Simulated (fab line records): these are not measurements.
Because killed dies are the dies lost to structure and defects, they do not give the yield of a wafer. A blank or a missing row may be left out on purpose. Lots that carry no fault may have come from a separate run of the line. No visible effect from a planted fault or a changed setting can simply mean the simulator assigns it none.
fab line records | flow n5-finfet
record: lots: 10 | wafers: 30 | last-day: 18
route steps=1938 shown BEOL_M3@1008 BEOL_M4@1021 PASSIVATION@1936
lots with no fault: from the same line, run without faults
start-h: the number of hours between the record's first day and the start of the first shown wafer of the lot | wait-h: hours from the lot's prior step to this one | " unchanged from the row above | L1.1+2: a row that stands for several wafers | - no value present, or no start provided | * or withheld: withheld | < > ~ a bound
route shown NAME@n: NAME is a module with steps in the file, n the number in the route of the first one | usual: mean/standard deviation taken from wafers without a fault | same: alike in all rows | chamber/n: place in a boat | sites: the reading at each site | _std_site: the standard deviation of these | _edge_site: outer sites' mean less inner sites' | radius-mm: how far each site lies from the wafer's centre | mask NAME#n: copy n | behind: the most recent tool/chamber to have shaped the wafer | hold: what put the lot on hold/how long, in hours/how the hold closed | device: which transistor (n, p or np) failed to switch | end of line: tests of these same wafers at the route's end | a step given without rows: its recipe and nothing more | killed: not the wafer's yield, but the dies lost to structure and defects at the first sort | map: a wafer's dies, x killed, . not, _ none there
set.NAME: setting as actually run; set.NAME@STEP: the setting as run at that earlier step | model.NAME: the simulator's own value behind a step, which no gauge read
one table for each step of the route and one row for each wafer, over a sample of lots
services: a tool's chamber out of use, with start hour (start-h, from the record's first day; less than 0 if before it), hours out, and reason
== steps ==
step: N5_BEOL_M3_SPUTTER_94
recipe: material: Cu | target-thk-a: 45 | temp-c: -20 | chamber-pressure-pa: 0.07 | power-w: withheld | time-s: 8.29
usual: throttle-valve-pct: 29.6/1.1
lot.wafer | tool           | chamber | start-h | wait-h | throttle-valve-pct
L382.1    | pvd-sputter-01 | -       | 151.23  | 0.1    | 29.6
L382.4    | "              | -       | "       | "      | 29.2
L382.5    | "              | -       | "       | "      | 29.6
L386.2    | pvd-sputter-01 | -       | 173.85  | 0.1    | 29.4
L386.3    | "              | -       | "       | "      | 31.1
L386.4    | "              | -       | "       | "      | 29.5
L387.1    | pvd-sputter-03 | -       | 189.37  | 0.1    | 31.1
L387.2    | "              | -       | "       | "      | 30.3
L387.5    | "              | -       | "       | "      | 29.2
L390.1    | pvd-sputter-03 | -       | 200.75  | 0.1    | 29.3
L390.5    | "              | -       | "       | "      | 30.7
L390.6    | "              | -       | "       | "      | 29.2
L391.2    | pvd-sputter-01 | -       | 205.11  | 0.1    | 27.5
L391.4    | "              | -       | "       | "      | 31.1
L391.5    | "              | -       | "       | "      | 30.9
L393.2    | pvd-sputter-02 | -       | 234.71  | 0.1    | 27.3
L393.3    | "              | -       | "       | "      | 31.0
L393.4    | "              | -       | "       | "      | 29.7
L400.2    | pvd-sputter-01 | -       | 266.20  | 0.1    | 29.2
L400.4    | "              | -       | "       | "      | 30.8
L400.6    | "              | -       | "       | "      | 27.5
L405.2    | pvd-sputter-02 | -       | 286.78  | 0.1    | 29.4
L405.3    | "              | -       | "       | "      | 27.3
L405.5    | "              | -       | "       | "      | 29.7
L403.1    | pvd-sputter-01 | -       | 298.00  | 0.1    | 27.8
L403.3    | "              | -       | "       | "      | 29.1
L403.5    | "              | -       | "       | "      | 29.7
L404.1    | pvd-sputter-03 | -       | 299.76  | 0.1    | 31.0
L404.3    | "              | -       | "       | "      | 29.2
L404.5    | "              | -       | "       | "      | 29.1
step: N5_BEOL_M3_ANNEAL_95
recipe: temp-c: 400 | time-s: 240 | ambient: vacuum
usual: heater-power-w: 826/83
lot.wafer | tool           | chamber | start-h | wait-h | heater-power-w
L382.1    | pvd-sputter-01 | -       | 151.31  | 0.0    | 851
L382.4    | "              | -       | "       | "      | 818
L382.5    | "              | -       | "       | "      | 852
L386.2    | pvd-sputter-01 | -       | 173.93  | 0.0    | 859
L386.3    | "              | -       | "       | "      | 732
L386.4    | "              | -       | "       | "      | 837
L387.1    | pvd-sputter-03 | -       | 189.45  | 0.0    | 985
L387.2    | "              | -       | "       | "      | 963
L387.5    | "              | -       | "       | "      | 724
L390.1    | pvd-sputter-03 | -       | 204.00  | 3.2    | 713
L390.5    | "              | -       | "       | "      | 998
L390.6    | "              | -       | "       | "      | 726
L391.2    | pvd-sputter-01 | -       | 205.19  | 0.0    | 779
L391.4    | "              | -       | "       | "      | 746
L391.5    | "              | -       | "       | "      | 725
L393.2    | pvd-sputter-02 | -       | 234.79  | 0.0    | 923
L393.3    | "              | -       | "       | "      | 829
L393.4    | "              | -       | "       | "      | 770
L400.2    | pvd-sputter-01 | -       | 266.28  | 0.0    | 807
L400.4    | "              | -       | "       | "      | 739
L400.6    | "              | -       | "       | "      | 827
L405.2    | pvd-sputter-02 | -       | 286.86  | 0.0    | 773
L405.3    | "              | -       | "       | "      | 915
L405.5    | "              | -       | "       | "      | 720
L403.1    | pvd-sputter-01 | -       | 298.08  | 0.0    | 806
L403.3    | "              | -       | "       | "      | 834
L403.5    | "              | -       | "       | "      | 854
L404.1    | pvd-sputter-03 | -       | 299.84  | 0.0    | 1001
L404.3    | "              | -       | "       | "      | 737
L404.5    | "              | -       | "       | "      | 729
step: N5_BEOL_M3_PRE_CLEAN_60
recipe: gas: NH3/H2 | time-s: 15 | temp-c: * | rf-power-w: 300
usual: heater-power-w: 99/22
lot.wafer | tool      | chamber | start-h | wait-h | heater-power-w
L382.1    | cvd-co-02 | 1       | 152.28  | 0.0    | 104
L382.4    | "         | 0       | "       | "      | 107
L382.5    | "         | 1       | "       | "      | 103
L386.2    | cvd-co-02 | 2       | 174.89  | 0.0    | 133
L386.3    | "         | 0       | "       | "      | 112
L386.4    | "         | 2       | "       | "      | 136
L387.1    | cvd-co-02 | 0       | 190.41  | 0.0    | 110
L387.2    | "         | 2       | "       | "      | 132
L387.5    | "         | 1       | "       | "      | 105
L390.1    | cvd-co-01 | 0       | 204.97  | 0.0    | 67
L390.5    | "         | 0       | "       | "      | 66
L390.6    | "         | 2       | "       | "      | 85
L391.2    | cvd-co-02 | 0       | 206.15  | 0.0    | 113
L391.4    | "         | 2       | "       | "      | 133
L391.5    | "         | 0       | "       | "      | 107
L393.2    | cvd-co-02 | 2       | 235.94  | 0.0    | 135
L393.3    | "         | 1       | "       | "      | 105
L393.4    | "         | 0       | "       | "      | 108
L400.2    | cvd-co-02 | 2       | 267.33  | 0.1    | 130
L400.4    | "         | 0       | "       | "      | 111
L400.6    | "         | 1       | "       | "      | 104
L405.2    | cvd-co-01 | 2       | 287.82  | 0.0    | 84
L405.3    | "         | 1       | "       | "      | 87
L405.5    | "         | 2       | "       | "      | 86
L403.1    | cvd-co-01 | 1       | 299.08  | 0.1    | 87
L403.3    | "         | 2       | "       | "      | 84
L403.5    | "         | 2       | "       | "      | 86
L404.1    | cvd-co-02 | 2       | 300.92  | 0.1    | 132
L404.3    | "         | 1       | "       | "      | 102
L404.5    | "         | 2       | "       | "      | 137
step: N5_BEOL_M4_ILD_DEP_00
recipe: material: SiOC | target-thk-a: 790 | temp-c: 350 | precursor: DEMS/O2 | pressure-torr: 5 | rf-w: 500 | time-s: 15.3
usual: heater-power-w: 486/83 | showerhead-plenum-p-Torr: 5.693/0.018 | susceptor-temp-C: 349.99/0.2 | throttle-valve-pct: 11.8/0.83
lot.wafer | tool     | chamber | start-h | wait-h | heater-power-w | showerhead-plenum-p-Torr | susceptor-temp-C | throttle-valve-pct
L382.1    | pecvd-03 | 2       | 152.57  | 0.0    | 453            | 5.675                    | 350.52           | 12.3
L382.4    | "        | 0       | "       | "      | 467            | 5.709                    | 349.87           | 12.6
L382.5    | "        | 2       | "       | "      | 457            | 5.692                    | 350.25           | 12.1
L386.2    | pecvd-04 | 1       | 175.18  | 0.0    | 496            | 5.689                    | 349.90           | 12.4
L386.3    | "        | 0       | "       | "      | 508            | 5.702                    | 349.91           | 11.9
L386.4    | "        | 2       | "       | "      | 490            | 5.662                    | 349.92           | 11.1
L387.1    | pecvd-04 | 2       | 190.71  | 0.0    | 488            | 5.666                    | 350.10           | 10.9
L387.2    | "        | 0       | "       | "      | 482            | 5.682                    | 350.18           | 11.8
L387.5    | "        | 1       | "       | "      | 491            | 5.703                    | 350.04           | 12.4
L390.1    | pecvd-03 | 1       | 205.25  | 0.0    | 752            | 5.706                    | 349.90           | 10.5
L390.5    | "        | 0       | "       | "      | 428            | 5.715                    | 349.78           | 12.8
L390.6    | "        | 1       | "       | "      | 603            | 5.699                    | 350.09           | 10.6
L391.2    | pecvd-02 | 2       | 206.44  | 0.0    | 422            | 5.671                    | 350.07           | 11.2
L391.4    | "        | 1       | "       | "      | 447            | 5.664                    | 349.73           | 11.4
L391.5    | "        | 0       | "       | "      | 437            | 5.709                    | 350.37           | 12.9
L393.2    | pecvd-03 | 2       | 236.23  | 0.0    | 539            | 5.683                    | 349.92           | 10.5
L393.3    | "        | 1       | "       | "      | 653            | 5.700                    | 350.12           | 10.6
L393.4    | "        | 0       | "       | "      | 427            | 5.713                    | 338.48           | 12.8
L400.2    | pecvd-02 | 1       | 267.61  | 0.0    | 428            | 5.687                    | 350.19           | 11.6
L400.4    | "        | 0       | "       | "      | 520            | 5.709                    | 350.07           | 13.2
L400.6    | "        | 2       | "       | "      | 424            | 5.674                    | 349.98           | 11.4
L405.2    | pecvd-02 | 0       | 288.11  | 0.0    | 417            | 5.713                    | 350.04           | 13.1
L405.3    | "        | 1       | "       | "      | 433            | 5.661                    | 349.99           | 11.6
L405.5    | "        | 2       | "       | "      | 359            | 5.675                    | 349.92           | 11.5
L403.1    | pecvd-04 | 2       | 299.37  | 0.0    | 502            | 5.668                    | 349.94           | 11.1
L403.3    | "        | 1       | "       | "      | 497            | 5.686                    | 350.20           | 12.1
L403.5    | "        | 0       | "       | "      | 492            | 5.709                    | 350.06           | 12.2
L404.1    | pecvd-02 | 0       | 301.21  | 0.0    | 528            | 5.702                    | 349.93           | 13.4
L404.3    | "        | 2       | "       | "      | 365            | 5.662                    | 349.99           | 11.2
L404.5    | "        | 0       | "       | "      | 534            | 5.718                    | 350.16           | 13.2
step: N5_BEOL_M4_THK_MEAS_01
recipe: reads: SiOC_of_BEOL_M4_ILD_DEP_00
usual: M4_ILD_THK: 78.9/0.82
lot.wafer | tool          | chamber | start-h | wait-h | M4_ILD_THK[nm]
L382.1    | film-metro-02 | -       | 152.64  | 0.0    | 77.5
L382.4    | "             | -       | "       | "      | 79.2
L382.5    | "             | -       | "       | "      | 79.0
L386.2    | film-metro-01 | -       | 175.25  | 0.1    | 78.5
L386.3    | "             | -       | "       | "      | 77.5
L386.4    | "             | -       | "       | "      | 79.4
L387.1    | film-metro-02 | -       | 190.77  | 0.0    | 77.9
L387.2    | "             | -       | "       | "      | 77.5
L387.5    | "             | -       | "       | "      | 79.2
L390.1    | film-metro-01 | -       | 205.34  | 0.1    | 79.5
L390.5    | "             | -       | "       | "      | 80.6
L390.6    | "             | -       | "       | "      | 80.4
L391.2    | film-metro-01 | -       | 206.51  | 0.1    | 77.2
L391.4    | "             | -       | "       | "      | 78.6
L391.5    | "             | -       | "       | "      | 79.1
L393.2    | film-metro-02 | -       | 236.29  | 0.1    | 77.7
L393.3    | "             | -       | "       | "      | 79.1
L393.4    | "             | -       | "       | "      | 82.0
L400.2    | film-metro-02 | -       | 267.68  | 0.1    | 78.6
L400.4    | "             | -       | "       | "      | 78.8
L400.6    | "             | -       | "       | "      | 78.5
L405.2    | film-metro-01 | -       | 288.18  | 0.1    | 78.7
L405.3    | "             | -       | "       | "      | 78.5
L405.5    | "             | -       | "       | "      | 78.8
L403.1    | film-metro-01 | -       | 299.43  | 0.0    | 78.8
L403.3    | "             | -       | "       | "      | 78.5
L403.5    | "             | -       | "       | "      | 79.8
L404.1    | film-metro-02 | -       | 301.28  | 0.0    | 79.3
L404.3    | "             | -       | "       | "      | 78.8
L404.5    | "             | -       | "       | "      | 80.6
step: N5_BEOL_M4_RC_MEAS_101
usual: DIBL_N: 36.5/1.4 | DIBL_P: 36.9/1.7 | IOFF_N: 0.163/0.023 | IOFF_P: 0.22/0.032 | ION_N: 673/9 | ION_P: 462/7.5 | SS_N: 71.6/0.54 | SS_P: 73.4/0.62 | VT_N: 249.8/2.8 | VT_P: -250/3.5
lot.wafer | tool      | chamber | start-h | wait-h | DIBL_N[mV/V] | DIBL_P[mV/V] | IOFF_N[nA/um] | IOFF_P[nA/um] | ION_N[uA/um] | ION_P[uA/um] | SS_N[mV/dec] | SS_P[mV/dec] | VT_N[mV] | VT_P[mV]
L382.1    | prober-02 | 0       | 164.82  | 0.0    | 35.6         | 35.4         | 0.143         | 0.19          | 663          | 459          | 71.8         | 73.3         | 252.3    | -255
L382.4    | "         | 0       | "       | "      | 36.6         | 36.4         | 0.167         | 0.20          | 665          | 450          | 72.1         | 73.2         | 249.5    | -253
L382.5    | "         | 0       | "       | "      | 35.5         | 35.4         | 0.149         | 0.19          | 674          | 461          | 71.7         | 72.7         | 251.7    | -255
L386.2    | prober-01 | 0       | 188.16  | 0.2    | 37.6         | 36.9         | 0.182         | 0.29          | 679          | 470          | 71.9         | 72.8         | 247.3    | -242
L386.3    | "         | 0       | "       | "      | 37.0         | 35.2         | 0.159         | 0.25          | 663          | 466          | 72.1         | 73.0         | 249.2    | -245
L386.4    | "         | 0       | "       | "      | 36.0         | 35.0         | 0.147         | 0.25          | 675          | 472          | 71.5         | 72.7         | 251.0    | -243
L387.1    | prober-02 | 0       | 210.53  | 0.0    | 37.1         | 37.7         | 0.158         | 0.21          | 673          | 458          | 71.7         | 73.4         | 250.3    | -253
L387.2    | "         | 0       | "       | "      | 38.0         | 39.2         | 0.177         | 0.23          | 682          | 465          | 71.6         | 73.7         | 247.7    | -250
L387.5    | "         | 0       | "       | "      | 38.9         | 40.3         | 0.197         | 0.26          | 686          | 460          | 72.0         | 74.4         | 247.2    | -249
L390.1    | prober-01 | 0       | 213.11  | 0.0    | 36.0         | 37.5         | 0.176         | 0.25          | 676          | 468          | 71.8         | 74.1         | 248.6    | -244
L390.5    | "         | 0       | "       | "      | 35.8         | 37.3         | 0.174         | 0.25          | 672          | 469          | 71.7         | 74.3         | 246.6    | -248
L390.6    | "         | 0       | "       | "      | 36.5         | 37.8         | 0.187         | 0.27          | 679          | 469          | 73.1         | 73.4         | 249.4    | -246
L391.2    | prober-02 | 0       | 216.07  | 0.2    | 33.7         | 34.2         | 0.114         | 0.14          | 642          | 441          | 71.0         | 72.4         | 256.7    | -258
L391.4    | "         | 0       | "       | "      | 35.0         | 37.2         | 0.146         | 0.18          | 671          | 453          | 71.8         | 72.6         | 250.6    | -256
L391.5    | "         | 0       | "       | "      | 35.0         | 36.4         | 0.137         | 0.17          | 670          | 453          | 71.4         | 73.4         | 253.7    | -256
L393.2    | prober-02 | 0       | 246.91  | 0.2    | 37.1         | 38.5         | 0.184         | 0.22          | 680          | 458          | 71.3         | 74.1         | 245.7    | -253
L393.3    | "         | 0       | "       | "      | 36.3         | 37.9         | 0.174         | 0.21          | 664          | 456          | 72.3         | 73.2         | 247.0    | -251
L393.4    | "         | 0       | "       | "      | 36.3         | 36.7         | 0.162         | 0.20          | 667          | 450          | 72.1         | 73.7         | 249.6    | -253
L400.2    | prober-01 | 0       | 280.63  | 0.2    | 37.0         | 38.6         | 0.158         | 0.21          | 673          | 466          | 71.4         | 73.5         | 249.6    | -250
L400.4    | "         | 0       | "       | "      | 38.6         | 40.0         | 0.175         | 0.22          | 676          | 457          | 72.2         | 73.9         | 251.9    | -253
L400.6    | "         | 0       | "       | "      | 38.9         | 39.9         | 0.186         | 0.23          | 676          | 459          | 72.4         | 74.1         | 250.7    | -251
L405.2    | prober-02 | 0       | 303.82  | 0.2    | 37.3         | 36.0         | 0.184         | 0.25          | 675          | 464          | 71.8         | 73.7         | 246.7    | -246
L405.3    | "         | 0       | "       | "      | 38.3         | 37.0         | 0.213         | 0.29          | 673          | 460          | 71.7         | 74.9         | 245.4    | -246
L405.5    | "         | 0       | "       | "      | 37.7         | 35.6         | 0.183         | 0.25          | 673          | 462          | 72.7         | 74.1         | 249.9    | -247
L403.1    | prober-01 | 0       | 307.65  | 0.0    | 32.4         | 32.4         | 0.116         | 0.17          | 662          | 457          | 70.1         | 72.2         | 252.3    | -253
L403.3    | "         | 0       | "       | "      | 33.6         | 34.1         | 0.125         | 0.18          | 672          | 472          | 70.4         | 72.7         | 252.2    | -251
L403.5    | "         | 0       | "       | "      | 33.5         | 33.6         | 0.126         | 0.17          | 670          | 458          | 70.2         | 72.0         | 247.5    | -254
L404.1    | prober-02 | 0       | 309.87  | 0.0    | 37.4         | 36.8         | 0.154         | 0.21          | 669          | 464          | 71.8         | 73.0         | 251.2    | -249
L404.3    | "         | 0       | "       | "      | 35.0         | 33.4         | 0.117         | 0.16          | 668          | 456          | 71.4         | 72.8         | 254.7    | -253
L404.5    | "         | 0       | "       | "      | 37.4         | 36.2         | 0.156         | 0.20          | 664          | 455          | 71.9         | 73.4         | 252.8    | -249
step: N5_PASSIVATION_PROBE_49
usual: defect-limited-yield: 91.2/1.4 | killed_at_M0_to_M3: 35/11 | killed_at_M4_up: 12/4.2 | killed-at-contacts: 13/5.6 | killed-at-front-end: 40/12 | killed-at-other: 3.3/2.6 | killed-dies: 103/17 | killed-on-rim: 14/4.5 | killed-open: 68/12 | killed-short: 34/7.6 | sort_bin_5_function: 5.1/0.95 | sort_bin_6_memory: 3.3/0.68 | sort_bin_8_speed: 0.00/0.007 | sort-n-pass: 1077/17 | sort-yield-pct: 91.2/1.4
same: gross-dies: 1180 | killed-at-back-side: 0 | sort_bin_4_leakage[%]: 0
lot.wafer | tool      | chamber | start-h | wait-h | defect-limited-yield[%] | killed_at_M0_to_M3 | killed_at_M4_up | killed-at-contacts | killed-at-front-end | killed-at-other | killed-dies | killed-on-rim | killed-open | killed-short | sort_bin_5_function[%] | sort_bin_6_memory[%] | sort_bin_8_speed[%] | sort-n-pass | sort-yield-pct[%]
L390.1    | prober-01 | -       | 319.35  | 0.0    | 91.8                    | 37                 | 25              | 7                  | 24                  | 4               | 97          | 14            | 65          | 32           | 4.6                    | 3.3                  | 0                   | 1083        | 91.8
L390.5    | prober-01 | -       | 319.55  | 0.2    | 91.7                    | 26                 | 12              | 19                 | 39                  | 2               | 98          | 8             | 68          | 30           | 5.3                    | 2.9                  | 0                   | 1082        | 91.7
L390.6    | prober-01 | -       | 319.60  | 0.3    | 91.7                    | 26                 | 12              | 12                 | 47                  | 1               | 98          | 9             | 63          | 35           | 4.3                    | 3.8                  | 0                   | 1082        | 91.7
L393.2    | prober-01 | -       | 351.15  | 0.1    | 89.0                    | 54                 | 12              | 4                  | 55                  | 5               | 130         | 31            | 88          | 40           | 6.6                    | 4.4                  | 0                   | 1050        | 89.0
L393.3    | prober-01 | -       | 351.20  | 0.1    | 91.4                    | 36                 | 7               | 7                  | 43                  | 9               | 102         | 12            | 69          | 33           | 5.6                    | 2.7                  | 0                   | 1078        | 91.4
L393.4    | prober-01 | -       | 351.25  | 0.2    | 90.8                    | 36                 | 6               | 12                 | 49                  | 5               | 108         | 14            | 73          | 34           | 5.8                    | 2.7                  | 0                   | 1072        | 90.8
L405.2    | prober-02 | -       | 426.90  | 0.1    | 92.2                    | 13                 | 11              | 7                  | 60                  | 1               | 92          | 11            | 62          | 29           | 5.1                    | 2.5                  | 0                   | 1088        | 92.2
L405.3    | prober-02 | -       | 426.95  | 0.1    | 89.2                    | 28                 | 11              | 17                 | 72                  | 0               | 128         | 14            | 93          | 35           | 6.8                    | 3.9                  | 0                   | 1052        | 89.2
L405.5    | prober-02 | -       | 427.05  | 0.2    | 89.3                    | 39                 | 11              | 14                 | 61                  | 1               | 126         | 20            | 91          | 35           | 6.5                    | 4.0                  | 0                   | 1054        | 89.3
killed by level:class
L390.1 BEOL_M4:geometric-particle:open=14 BEOL_M0_SAQP:geometric-particle:short=9 BEOL_M3:geometric-particle:open=8 MOL_CONTACT_COAG:geometric-particle:open=6 BEOL_M1:geometric-particle:open=6 FIN_SAQP:geometric-particle:short=5 BEOL_M0_SAQP:geometric-particle:open=5 BEOL_M4:geometric-particle:short=5
L390.5 MOL_CONTACT_COAG:geometric-particle:open=17 FIN_SAQP:geometric-particle:open=11 BEOL_M4:geometric-particle:open=9 FIN_SAQP:geometric-particle:short=8 BEOL_M3:geometric-particle:open=7 BEOL_M0_SAQP:geometric-particle:open=6 GATE_CUT:geometric-particle:short=5 BEOL_M0_SAQP:geometric-particle:short=5
L390.6 STI_FIN_REVEAL:geometric-particle:open=10 MOL_CONTACT_COAG:geometric-particle:open=10 BEOL_M4:geometric-particle:open=9 FIN_SAQP:geometric-particle:short=8 DUMMY_GATE:geometric-particle:open=7 ILD0:geometric-particle:short=5 BEOL_M0_SAQP:geometric-particle:open=5 BEOL_M3:geometric-particle:open=5
L393.2 FIN_SAQP:geometric-particle:short=16 BEOL_M0_SAQP:geometric-particle:open=15 BEOL_M2:geometric-particle:open=15 FIN_SAQP:geometric-particle:open=10 BEOL_M1:geometric-particle:open=9 STI_FIN_REVEAL:geometric-particle:open=7 BEOL_M0_SAQP:geometric-particle:short=5 DUMMY_GATE:geometric-particle:open=4
L393.3 FIN_SAQP:geometric-particle:open=12 STI_FIN_REVEAL:geometric-particle:open=9 BEOL_M0_SAQP:geometric-particle:open=9 BEOL_M2:geometric-particle:open=9 FIN_SAQP:geometric-particle:short=8 MIM_BOT:geometric-particle:open=6 MOL_CONTACT_COAG:geometric-particle:open=5 BEOL_M2:geometric-particle:short=5
L393.4 FIN_SAQP:geometric-particle:open=11 STI_FIN_REVEAL:geometric-particle:open=10 MOL_CONTACT_COAG:geometric-particle:open=9 FIN_SAQP:geometric-particle:short=8 BEOL_M2:geometric-particle:open=8 BEOL_M0:geometric-particle:open=7 GATE_CUT:geometric-particle:short=6 BEOL_M1:geometric-particle:open=5
L405.2 STI_FIN_REVEAL:geometric-particle:open=16 FIN_SAQP:geometric-particle:open=14 STI_FIN_REVEAL:geometric-particle:short=7 MOL_CONTACT_COAG:geometric-particle:open=7 FIN_SAQP:geometric-particle:short=6 GATE_CUT:geometric-particle:short=6 BEOL_M3:geometric-particle:open=4 STARTING-WAFER:geometric-particle:open=4
L405.3 STI_FIN_REVEAL:geometric-particle:open=30 FIN_SAQP:geometric-particle:open=16 MOL_CONTACT_COAG:geometric-particle:open=15 FIN_SAQP:geometric-particle:short=9 GATE_CUT:geometric-particle:short=6 BEOL_M0_SAQP:geometric-particle:open=6 BEOL_M1:geometric-particle:open=6 STI_FIN_REVEAL:geometric-particle:short=4
L405.5 STI_FIN_REVEAL:geometric-particle:open=31 MOL_CONTACT_COAG:geometric-particle:open=10 STI_FIN_REVEAL:geometric-particle:short=8 BEOL_M1:geometric-particle:open=8 BEOL_M3:geometric-particle:open=8 BEOL_M2:geometric-particle:open=7 FIN_SAQP:geometric-particle:open=6 BEOL_M0_SAQP:geometric-particle:short=6
== services ==
tool           | chamber | start-h | hours | kind
pecvd-04       | 1       | 147.43  | 2.1   | scheduled-down
pecvd-02       | 0       | 186.26  | 5.5   | scheduled-down
pecvd-02       | 1       | 199.61  | 2.1   | scheduled-down
pecvd-03       | 2       | 202.38  | -     | clean
pecvd-03       | 2       | 202.38  | -     | consumable-replace:showerhead
pecvd-03       | 2       | 202.38  | 29.0  | scheduled-down
pecvd-03       | 2       | 202.38  | 29.0  | vent-cycle
pecvd-02       | 0       | 210.02  | 2.1   | scheduled-down
pecvd-04       | -       | 221.49  | 0.8   | repair
pecvd-04       | -       | 225.70  | 4.3   | pm
pvd-sputter-01 | -       | 281.97  | 1.4   | repair
cvd-co-02      | 1       | 290.74  | 2.7   | repair
== key ==
first-sign: step: N5_BEOL_M4_ILD_DEP_00 | reading: susceptor-temp-C | direction: down | sigmas: 57 | usual: * | struck: *
effect: step: N5_BEOL_M4_THK_MEAS_01 | reading: M4_ILD_THK | direction: up | sigmas: 3.8 | usual: 78.9 | struck: 82.0
met-at N5_BEOL_M4_ILD_DEP_00
struck-lots L393
struck-wafers L393.4
not-acting-at N5_BEOL_M3_SPUTTER_94,N5_BEOL_M3_ANNEAL_95,N5_BEOL_M3_PRE_CLEAN_60
onset-between 205.25 236.23
fault: kind: process-parameter-drift | tool: pecvd-03 | chamber: 0 | onset-h: 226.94 | steps: N5_BEOL_M4_ILD_DEP_00 | channel: temp-c | offset: * | shape: step | end-h: 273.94 | acts-in: * | stated: *
